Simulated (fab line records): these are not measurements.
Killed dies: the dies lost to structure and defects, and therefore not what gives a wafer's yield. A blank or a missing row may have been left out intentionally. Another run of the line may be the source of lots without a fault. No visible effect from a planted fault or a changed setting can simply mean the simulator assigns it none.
Matching of chambers + flow nand_harc + NHARC_A_M0_CMP_23 on cmp-01: 4 sister chambers
The step polishes, t overpolish 20 s, target thk 113.75 nm. 8 wafers are shown with their chamber, then 10 later ones without.

== WAFERS WITH THEIR CHAMBER ==
| wafer  | chamber | motor_current_A (A) | time_to_endpoint_s (s) |
|--------|---------|---------------------|------------------------|
| L083.5 | 2       | 12.4                | 33.2                   |
| L082.2 | 1       | 12.5                | 31.6                   |
| L084.1 | 1       | 13.1                | 27.4                   |
| L084.2 | 3       | 10.9                | 26.2                   |
| L088.5 | 0       | 13.4                | 31.2                   |
| L088.6 | 3       | 11.0                | 27.7                   |
| L090.2 | 0       | 13.2                | 27.2                   |
| L090.4 | 2       | 13.2                | 31.1                   |

== WAFERS MISSING THEIR CHAMBER ==
| wafer  | motor_current_A (A) | time_to_endpoint_s (s) |
|--------|---------------------|------------------------|
| L090.5 | 13.3                | 32.7                   |
| L093.1 | 13.4                | 29.7                   |
| L093.3 | 12.9                | 31.2                   |
| L093.4 | 10.4                | 28.4                   |
| L095.4 | 12.7                | 31.2                   |
| L095.5 | 13.4                | 28.5                   |
| L095.6 | 10.5                | 25.9                   |
| L097.2 | 12.4                | 25.5                   |
| L097.3 | 13.7                | 26.4                   |
| L097.5 | 12.9                | 25.5                   |

== WHICH CHAMBER EACH WENT THROUGH ==
| wafer  | from the rows above               | in truth |
|--------|-----------------------------------|----------|
| L090.5 | can't be placed: 2 or 0 or 1      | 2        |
| L093.1 | can't be placed: 0 or 1 or 2      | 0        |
| L093.3 | can't be placed: 2 or 1 or 0      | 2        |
| L093.4 | 3                                 | 3        |
| L095.4 | can't be placed: 2 or 1 or 0      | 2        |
| L095.5 | can't be placed: 0 or 1 or 2      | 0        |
| L095.6 | 3                                 | 3        |
| L097.2 | can't be placed: 1 or 0 or 2 or 3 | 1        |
| L097.3 | can't be placed: 0 or 1 or 2      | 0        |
| L097.5 | can't be placed: 1 or 0 or 2      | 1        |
2 of 10 placed correctly. Unplaceable from these rows: 8, with the true chamber sitting among the candidates in 8. Wrongly placed: 0.
How it was worked out, from the rows above alone: a wafer's distance from a chamber is the root of the sum, over the readings, of the square of ((its reading less the chamber's mean) divided by the reading's scatter). If the next closest chamber is less than 2 further off than the closest, the wafer can't be placed; otherwise it belongs to the closest. For every chamber, the mean is computed from those of its wafers that are shown. The scatter: take each reading less its chamber's mean, square it, sum over the shown wafers, divide by the number of wafers less the number of chambers, and take the root.
